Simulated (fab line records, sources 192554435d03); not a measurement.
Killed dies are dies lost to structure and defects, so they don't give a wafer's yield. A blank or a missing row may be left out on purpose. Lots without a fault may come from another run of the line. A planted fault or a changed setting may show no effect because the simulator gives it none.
Split-lot experiment | flow n5_finfet | 7 lots, 39 wafers read, on a route of 1938 steps

THE SPLIT
At N5_BEOL_M14_DEP_53 (deposits SiCN from 3MS/NH3, target thk 50 nm, time 17.8 s), the setting time_s was moved away from the recipe's 17.8 s on 12 of the 39 wafers read, by -22.2% to +52.1%. The other wafers ran this setting at the recipe's value.

The reading is taken at the split's own step.

THE READING
SiCN_of_BEOL_M14_DEP_53.thk_nm (the simulator's own value, which no gauge read), in nm, at N5_BEOL_M14_DEP_53 (deposits SiCN from 3MS/NH3, target thk 50 nm, time 17.8 s). The file gives no usual value for it. The 27 wafers here that ran the recipe average 50.4 nm, standard deviation 0.77 nm.

wafer  | tool, chamber at the split | time_s as run, s | against the recipe | SiCN_of_BEOL_M14_DEP_53.thk_nm, nm | against lot-mates on the recipe
L076.1 | pecvd-03, 1                | 22.98            | +29.1%             | 63.2                               | +13.1
L076.2 | pecvd-03, 0                | 17.8             | recipe             | 49.4                               | -
L076.3 | pecvd-03, 2                | 22.98            | +29.1%             | 63.6                               | +13.5
L076.4 | pecvd-03, 1                | 17.8             | recipe             | 50.2                               | -
L076.5 | pecvd-03, 0                | 17.8             | recipe             | 50.6                               | -
L076.6 | pecvd-03, 2                | 22.98            | +29.1%             | 65                                 | +14.9
L077.1 | pecvd-04, 1                | 17.8             | recipe             | 49.8                               | -
L077.2 | pecvd-04, 2,0              | 17.8             | recipe             | 49.4                               | -
L077.3 | pecvd-04, 2,0              | 17.8             | recipe             | 49.4                               | -
L077.4 | pecvd-04, 0                | 17.8             | recipe             | 50                                 | -
L077.5 | pecvd-04, 1                | 17.8             | recipe             | 50.4                               | -
L077.6 | pecvd-04, 2                | 17.8             | recipe             | 50.2                               | -
L078.2 | pecvd-03, 1,0              | 17.8             | recipe             | 50.2                               | -
L078.3 | pecvd-03, 1,0              | 17.8             | recipe             | 50.2                               | -
L078.5 | pecvd-03, 2                | 17.8             | recipe             | 50                                 | -
L088.1 | pecvd-01, 0                | 17.8             | recipe             | 51                                 | -
L088.2 | pecvd-01, 2,1              | 13.84            | -22.2%             | 40.2                               | -11.2
L088.3 | pecvd-01, 2,1              | 13.84            | -22.2%             | 40.2                               | -11.2
L088.4 | pecvd-01, 0                | 13.84            | -22.2%             | 40.6                               | -10.8
L088.5 | pecvd-01, 2                | 17.8             | recipe             | 51.4                               | -
L088.6 | pecvd-01, 1                | 17.8             | recipe             | 51.8                               | -
L089.1 | pecvd-03, 2                | 27.07            | +52.1%             | 75.8                               | +24.6
L089.2 | pecvd-03, 1                | 17.8             | recipe             | 50.8                               | -
L089.3 | pecvd-03, 0                | 27.07            | +52.1%             | 75.6                               | +24.4
L089.4 | pecvd-03, 2                | 17.8             | recipe             | 51                                 | -
L089.5 | pecvd-03, 1                | 17.8             | recipe             | 51.8                               | -
L089.6 | pecvd-03, 0                | 27.07            | +52.1%             | 76.4                               | +25.2
L092.1 | pecvd-01, 1                | 17.8             | recipe             | 50.2                               | -
L092.2 | pecvd-01, 0                | 17.8             | recipe             | 50.6                               | -
L092.3 | pecvd-01, 2                | 17.8             | recipe             | 50.8                               | -
L092.4 | pecvd-01, 1                | 17.8             | recipe             | 51.4                               | -
L092.5 | pecvd-01, 0,2              | 17.8             | recipe             | 51                                 | -
L092.6 | pecvd-01, 0,2              | 17.8             | recipe             | 51                                 | -
L095.1 | pecvd-04, 0                | 17.8             | recipe             | 48.8                               | -
L095.2 | pecvd-04, 2                | 17.8             | recipe             | 49                                 | -
L095.3 | pecvd-04, 1                | 23.1             | +29.8%             | 64                                 | +14.6
L095.4 | pecvd-04, 2                | 23.1             | +29.8%             | 64.4                               | +15.0
L095.5 | pecvd-04, 0                | 23.1             | +29.8%             | 63.8                               | +14.4
L095.6 | pecvd-04, 1                | 17.8             | recipe             | 50.4                               | -
Where a row lists several chambers, the file gives one row for several wafers and doesn't say which wafer went through which chamber.

THE FIT
A straight line over all 39 wafers: SiCN_of_BEOL_M14_DEP_53.thk_nm changes by +0.476 nm for each +1% of time_s; r = +1.00; the points scatter about the line by 0.77 nm.
The same after taking each lot's own level away (the mean of its wafers on the recipe; 39 wafers): +0.481 nm for each +1%; r = +1.00; scatter 0.47 nm.
On that fit, the largest move of time_s shifts the reading by 25 nm.
The lots' own levels span 49.40 to 51.40 nm, that is 2.6 times the standard deviation above.
So the lot-to-lot level changes the slope little: the two slopes agree.
Check: with one of the wafers moved furthest among these (+52.1%) left out of the fit, the line predicts +25.1 nm for it against its lot-mates. It came out at +24.6 nm against them.

OTHER SPLITS ON THESE WAFERS
These wafers also went through other splits before the reading. Each is held against what the fit with the lots' levels taken away leaves over:
other split on the same wafers | wafers away from the commonest value | r with SiCN_of_BEOL_M14_DEP_53.thk_nm (lot level and that fit taken away)
N5_BEOL_M12_SPUTTER_44 time_s  | 9                                    | -0.09

THE FILE'S OWN FIT
SiCN_of_BEOL_M14_DEP_53.thk_nm changes by +0.481 nm for each +1% of time_s, r = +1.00.
